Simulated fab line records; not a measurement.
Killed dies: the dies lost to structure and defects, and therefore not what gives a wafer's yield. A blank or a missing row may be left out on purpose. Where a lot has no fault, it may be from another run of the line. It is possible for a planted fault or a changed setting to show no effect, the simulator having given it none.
Which tool did it?	flow n5-finfet	Sampling: 24 lots, 72 wafers, 6 of 1938 route steps

== WHAT THE GAUGES READ, wafer by wafer ==
N5_START_INSPECT_01: inspects for defects (unpatterned scan).
lot	measured	on	raw-defect-count
L074	day 1 12:02	defect-inspect-02	5 9 7
L075	day 1 18:02	defect-inspect-01	7 5 7
L076	day 2 00:02	defect-inspect-02	3 5 10
L077	day 2 06:02	defect-inspect-02	7 6 5
L078	day 2 12:02	defect-inspect-01	3 9 5
L079	day 2 18:02	defect-inspect-02	5 7 2
L080	day 3 00:02	defect-inspect-01	7 7 3
L081	day 3 06:02	defect-inspect-01	7 8 4
L082	day 3 12:02	defect-inspect-01	5 4 3
L083	day 3 18:02	defect-inspect-01	5 4 6
L084	day 4 00:09	defect-inspect-01	6 6 7
L085	day 4 06:02	defect-inspect-01	8 4 2
L086	day 4 12:02	defect-inspect-01	5 6 6
L087	day 4 18:02	defect-inspect-01	10 10 2
L088	day 5 00:02	defect-inspect-01	12 2 7
L089	day 5 06:02	defect-inspect-02	5 7 5
L090	day 5 12:02	defect-inspect-02	6 2 8
L091	day 5 18:02	defect-inspect-02	3 19 11
L092	day 6 00:30	defect-inspect-02	7 4 5
L093	day 6 06:02	defect-inspect-01	2 4 9
L094	day 6 12:02	defect-inspect-02	11 9 10
L095	day 6 18:02	defect-inspect-02	8 6 4
L096	day 7 00:02	defect-inspect-01	5 11 6
L097	day 7 06:02	defect-inspect-01	4 1 6

N5_WELL_APT_CD_MEAS_25 targets a cd of 200 nm.
lot	measured	on	cd-nm (nm)
L074	day 1 14:52	cd-sem-03	196.6 198.7 202.7
L075	day 1 21:05	cd-sem-03	196.1 200.2 200.0
L076	day 2 02:42	cd-sem-01	199.7 198.9 202.5
L077	day 2 09:44	cd-sem-01	201.5 196.2 199.7
L078	day 2 15:00	cd-sem-02	199.8 200.4 199.3
L079	day 2 21:05	cd-sem-03	201.7 206.5 201.2
L080	day 3 03:06	cd-sem-02	201.1 199.2 198.2
L081	day 3 08:56	cd-sem-03	204.2 198.7 199.2
L082	day 3 14:57	cd-sem-02	197.4 198.2 199.1
L083	day 3 21:20	cd-sem-02	202.3 198.7 204.6
L084	day 4 02:56	cd-sem-01	200.1 200.0 198.2
L085	day 4 08:59	cd-sem-02	197.7 196.5 200.8
L086	day 4 15:08	cd-sem-01	200.4 202.6 201.1
L087	day 4 20:56	cd-sem-02	201.9 202.4 200.3
L088	day 5 03:30	cd-sem-01	198.2 198.2 194.4
L089	day 5 09:07	cd-sem-02	198.6 198.0 197.4
L090	day 5 14:50	cd-sem-01	200.0 202.2 201.3
L091	day 5 20:59	cd-sem-02	199.9 199.7 199.4
L092	day 6 03:16	cd-sem-02	203.8 201.0 200.0
L093	day 6 09:26	cd-sem-03	201.5 201.7 201.3
L094	day 6 15:40	cd-sem-02	201.1 203.7 199.8
L095	day 6 21:04	cd-sem-01	195.4 195.8 195.1
L096	day 7 02:56	cd-sem-01	198.8 197.6 200.0
L097	day 7 08:49	cd-sem-01	198.1 196.0 198.5

N5_WELL_APT_INSPECT_27: inspects for defects (macro).
lot	measured	on	raw-defect-count
L074	day 1 14:55	defect-inspect-01	0 3 1
L075	day 1 21:08	defect-inspect-02	2 0 5
L076	day 2 02:45	defect-inspect-02	2 5 1
L077	day 2 09:47	defect-inspect-02	1 1 2
L078	day 2 15:03	defect-inspect-02	2 2 1
L079	day 2 21:08	defect-inspect-01	1 2 1
L080	day 3 03:09	defect-inspect-01	5 5 0
L081	day 3 09:00	defect-inspect-01	6 1 2
L082	day 3 15:00	defect-inspect-01	5 3 1
L083	day 3 21:23	defect-inspect-02	4 2 2
L084	day 4 02:59	defect-inspect-01	2 1 2
L085	day 4 09:02	defect-inspect-01	0 1 3
L086	day 4 15:11	defect-inspect-01	3 2 2
L087	day 4 20:59	defect-inspect-01	1 1 4
L088	day 5 03:33	defect-inspect-01	3 1 3
L089	day 5 09:10	defect-inspect-02	0 1 0
L090	day 5 14:53	defect-inspect-02	1 2 2
L091	day 5 21:02	defect-inspect-02	1 2 2
L092	day 6 03:19	defect-inspect-02	1 4 3
L093	day 6 09:29	defect-inspect-01	0 2 3
L094	day 6 15:43	defect-inspect-02	1 2 1
L095	day 6 21:07	defect-inspect-02	3 3 2
L096	day 7 02:59	defect-inspect-02	3 3 1
L097	day 7 08:53	defect-inspect-01	1 2 3

N5_FIN_SAQP_CD_MEAS_27 targets a cd of 20 nm.
lot	measured	on	cd-nm (nm)
L074	day 2 00:29	cd-sem-01	20.38 20.48 20.10
L075	day 2 08:09	cd-sem-03	20.40 20.48 20.28
L076	day 2 14:05	cd-sem-01	20.34 20.25 20.20
L077	day 2 19:55	cd-sem-03	20.39 20.55 20.38
L078	day 3 01:53	cd-sem-02	20.12 20.64 20.04
L079	day 3 06:54	cd-sem-03	20.55 20.14 20.34
L080	day 3 12:29	cd-sem-02	20.15 20.51 20.17
L081	day 3 17:53	cd-sem-02	20.31 20.38 20.52
L082	day 4 00:43	cd-sem-03	20.48 19.93 20.49
L083	day 4 07:05	cd-sem-01	20.12 20.70 20.70
L084	day 4 15:20	cd-sem-02	20.63 20.39 20.40
L085	day 4 18:34	cd-sem-01	20.30 20.17 20.45
L086	day 5 04:38	cd-sem-01	20.32 20.18 20.18
L087	day 5 06:55	cd-sem-02	20.29 20.57 20.27
L088	day 5 14:19	cd-sem-01	20.19 20.29 20.42
L089	day 5 18:50	cd-sem-01	20.06 20.62 20.15
L090	day 6 00:27	cd-sem-01	20.27 20.74 20.14
L091	day 6 07:47	cd-sem-03	20.34 20.18 19.85
L092	day 6 13:19	cd-sem-01	19.86 20.30 20.48
L093	day 6 18:32	cd-sem-03	20.51 20.66 20.00
L094	day 7 02:41	cd-sem-01	20.72 20.13 20.46
L095	day 7 06:40	cd-sem-02	20.44 20.23 20.31
L096	day 7 12:11	cd-sem-02	20.15 20.14 20.29
L097	day 7 17:38	cd-sem-03	20.60 20.68 19.78

== WHICH TOOL RAN EACH LOT (tool, then ch and the chambers of the sampled wafers, then the start) ==
lot	N5_PMOS_HMC_CHANNEL_EPI_HM_OPEN_15	N5_FIN_SAQP_ALD_61
L074	rie-diel-06 ch 0,1,2, day 1 17:08	ald-sin-02 ch 1,2,3, day 1 21:01
L075	rie-diel-02 ch 0,2,3, day 1 23:31	ald-sin-01 ch 0,2,3, day 2 04:03
L076	rie-diel-02 ch 1,2, day 2 06:13	ald-sin-04 ch 0,1,3, day 2 10:04
L077	rie-diel-01 ch 0,2,3, day 2 12:44	ald-sin-01 ch 0,3, day 2 15:42
L078	rie-diel-02 ch 0,1,2, day 2 17:20	ald-sin-04 ch 2,3, day 2 22:03
L079	rie-diel-02 ch 0,1, day 2 23:38	ald-sin-01 ch 2,3, day 3 02:49
L080	rie-diel-01 ch 0,2,3, day 3 05:43	ald-sin-02 ch 1,2,3, day 3 09:01
L081	rie-diel-02 ch 0,1, day 3 11:38	ald-sin-04 ch 2,3, day 3 14:26
L082	rie-diel-06 ch 1,2,3, day 3 18:14	ald-sin-01 ch 2,3, day 3 21:25
L083	rie-diel-06 ch 0,3, day 3 23:48	ald-sin-01 ch 1,2, day 4 03:37
L084	rie-diel-01 ch 1,2,3, day 4 05:49	ald-sin-04 ch 0,1,3, day 4 09:32
L085	rie-diel-06 ch 2,3, day 4 11:53	ald-sin-02 ch 1,2, day 4 15:08
L086	rie-diel-02 ch 0,1,3, day 4 17:34	ald-sin-01 ch 1,2,3, day 4 23:44
L087	rie-diel-02 ch 0,1, day 4 23:43	ald-sin-02 ch 0,2,3, day 5 03:27
L088	rie-diel-01 ch 0,1,2, day 5 06:20	ald-sin-02 ch 0,1,2, day 5 10:14
L089	rie-diel-02 ch 1,2, day 5 12:24	ald-sin-04 ch 0,1, day 5 15:14
L090	rie-diel-06 ch 0,3, day 5 18:17	ald-sin-01 ch 0,1,3, day 5 21:05
L091	rie-diel-06 ch 0,1,2, day 6 00:38	ald-sin-01 ch 0,1,2, day 6 03:38
L092	rie-diel-02 ch 1,2, day 6 05:50	ald-sin-04 ch 1,2,3, day 6 09:21
L093	rie-diel-01 ch 1,3, day 6 11:49	ald-sin-02 ch 1,2, day 6 14:58
L094	rie-diel-02 ch 0,2,3, day 6 19:53	ald-sin-04 ch 0,1, day 6 23:06
L095	rie-diel-02 ch 1,2,3, day 6 23:53	ald-sin-01 ch 0,1,2, day 7 03:14
L096	rie-diel-06 ch 0,2,3, day 7 05:35	ald-sin-02 ch 0,1,3, day 7 08:42
L097	rie-diel-01 ch 1,3, day 7 11:10	ald-sin-01 ch 0,2,3, day 7 14:02
- N5_PMOS_HMC_CHANNEL_EPI_HM_OPEN_15: chemistry CHF3/O2, target SiO2, target depth 40.6 nm, time 20.3 s.
- N5_FIN_SAQP_ALD_61: deposits SiO2, target thk 4 nm, pulse time 1 s, purge time 2 s.

== WHAT THE TOOLS THEMSELVES READ (means of the sampled wafers that have a number; where no wafer has one, the mark that the record gives instead) ==
N5_PMOS_HMC_CHANNEL_EPI_HM_OPEN_15.
lot	tool	O2_flow_sccm (sccm)	chamber-pressure-mTorr (mTorr)	drypump-motor-current-A (A)	oes-product-au (a.u.)	rf-vpp-V (V)	showerhead-plenum-p-Torr (Torr)	throttle-valve-pct (%)
L074	rie-diel-06	4.991	30.011	5.9	0.78	531	2.38	18.78
L075	rie-diel-02	4.994	30.003	6.5	0.77	517	2.29	18.92
L076	rie-diel-02	4.999	30.000	6.3	0.83	524	2.35	18.85
L077	rie-diel-01	4.996	30.006	5.9	0.77	525	2.42	18.95
L078	rie-diel-02	5.002	30.008	6.3	0.77	522	2.36	18.81
L079	rie-diel-02	4.998	30.001	6.4	0.73	520	2.37	18.77
L080	rie-diel-01	4.986	30.003	5.9	0.78	525	2.42	18.95
L081	rie-diel-02	4.996	30.001	6.4	0.73	520	2.37	18.78
L082	rie-diel-06	5.005	30.018	6.1	0.77	528	2.34	18.84
L083	rie-diel-06	4.989	30.009	6.4	0.71	520	2.31	18.90
L084	rie-diel-01	5.001	30.009	5.7	0.75	525	2.41	19.04
L085	rie-diel-06	5.011	29.987	6.3	0.74	524	2.35	18.92
L086	rie-diel-02	4.993	29.979	6.2	0.74	522	2.37	18.94
L087	rie-diel-02	4.976	30.004	5.9	0.75	526	2.44	18.82
L088	rie-diel-01	4.989	29.999	5.6	0.75	530	2.41	19.13
L089	rie-diel-02	5.020	30.004	6.0	0.78	528	2.43	18.88
L090	rie-diel-06	5.003	29.996	6.2	0.70	522	2.34	18.89
L091	rie-diel-06	4.994	30.021	5.9	0.75	531	2.37	18.82
L092	rie-diel-02	5.009	29.995	5.9	0.77	528	2.43	18.88
L093	rie-diel-01	5.002	30.017	6.1	0.71	520	2.39	19.10
L094	rie-diel-02	5.005	29.997	6.5	0.74	518	2.28	18.98
L095	rie-diel-02	5.017	29.988	6.1	0.76	525	2.36	19.01
L096	rie-diel-06	4.992	30.007	6.1	0.71	524	2.38	18.92
L097	rie-diel-01	4.988	29.991	5.8	0.70	525	2.39	19.27

N5_FIN_SAQP_ALD_61.
lot	tool	heater-power-w (W)	precursor-pulse-height-rel
L074	ald-sin-02	544	1.013
L075	ald-sin-01	471	1.001
L076	ald-sin-04	468	0.998
L077	ald-sin-01	471	1.003
L078	ald-sin-04	476	1.003
L079	ald-sin-01	488	1.008
L080	ald-sin-02	537	1.003
L081	ald-sin-04	523	0.994
L082	ald-sin-01	490	1.000
L083	ald-sin-01	481	0.990
L084	ald-sin-04	469	1.024
L085	ald-sin-02	545	0.994
L086	ald-sin-01	480	1.005
L087	ald-sin-02	491	1.009
L088	ald-sin-02	515	1.015
L089	ald-sin-04	431	1.003
L090	ald-sin-01	463	0.983
L091	ald-sin-01	469	1.006
L092	ald-sin-04	465	1.005
L093	ald-sin-02	555	0.978
L094	ald-sin-04	419	1.005
L095	ald-sin-01	471	1.010
L096	ald-sin-02	496	0.998
L097	ald-sin-01	479	1.013

== THE ANSWER, worked out from the rows above alone ==
Rule: the lots themselves supply what counts as usual. The widest of any qualifying gaps counts: lots, ordered by their means at a reading, are off when they make up no more than a third of the lots, leave a main group of 4 or more, and stand apart from it by 3 or more times the standard deviation of that group's means. Not used: any main group whose means are identical at the precision the tables above print for the reading. A lot without any number at a reading at which 4 lots or more have one is off too. Any other lot the step has rows for is counted as sound. First the gauges in route order, then the tools' own readings, where a lot's mean is used as printed above. The first step at which some lot is off is used, and at that step the reading that is off furthest; a lot without a number counts as furthest.
No lot is off on any of the readings shown, so nothing can be concluded from this.

== WHAT THE SIMULATOR HAD INSERTED ==
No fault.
